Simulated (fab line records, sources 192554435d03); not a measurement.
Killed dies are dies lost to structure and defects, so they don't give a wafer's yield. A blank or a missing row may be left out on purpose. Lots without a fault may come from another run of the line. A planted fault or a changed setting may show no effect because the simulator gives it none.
Chamber matching | flow n5_finfet | N5_SDB_HM_OPEN_20 on rie_diel-04: 4 sister chambers
The step chemistry CH3F/O2, target SiNx, stops on poly-Si, target depth 24 nm. 4 wafers are shown with their chamber, then 10 later ones without.

WAFERS WITH THEIR CHAMBER
wafer  | chamber | drypump_motor_current_A (A)
L081.3 | 3       | 5.9
L087.6 | 2       | 5.4
L091.1 | 0       | 5.1
L091.2 | 1       | 6.5

WAFERS WITHOUT THEIR CHAMBER
wafer  | drypump_motor_current_A (A)
L091.4 | 5.9
L093.2 | 5.5
L093.3 | 5.9
L093.5 | 5.4
L095.1 | 5.4
L095.3 | 6.5
L095.5 | 5.4
L096.1 | 6.5
L096.5 | 5.8
L096.6 | 6.5

WHICH CHAMBER EACH WENT THROUGH
wafer  | from the rows above | in truth
L091.4 | 3                   | 3
L093.2 | 2                   | 2
L093.3 | 3                   | 3
L093.5 | 2                   | 2
L095.1 | 2                   | 2
L095.3 | 1                   | 1
L095.5 | 2                   | 2
L096.1 | 1                   | 1
L096.5 | 3                   | 3
L096.6 | 1                   | 1
Placed correctly: 10 of 10. Can't be placed from these rows: 0. Placed wrongly: 0.
How it was worked out, from the rows above alone: a wafer's distance from a chamber is the root of the sum, over the readings, of the square of ((its reading less the chamber's mean) divided by the reading's scatter). The wafer belongs to the nearest chamber; if the next one is less than 2 further off, it can't be placed. A chamber's mean is the mean of its shown wafers. The scatter: with one shown wafer a chamber, the root of the mean of the squares of how far each hidden wafer lies from its nearest shown one.
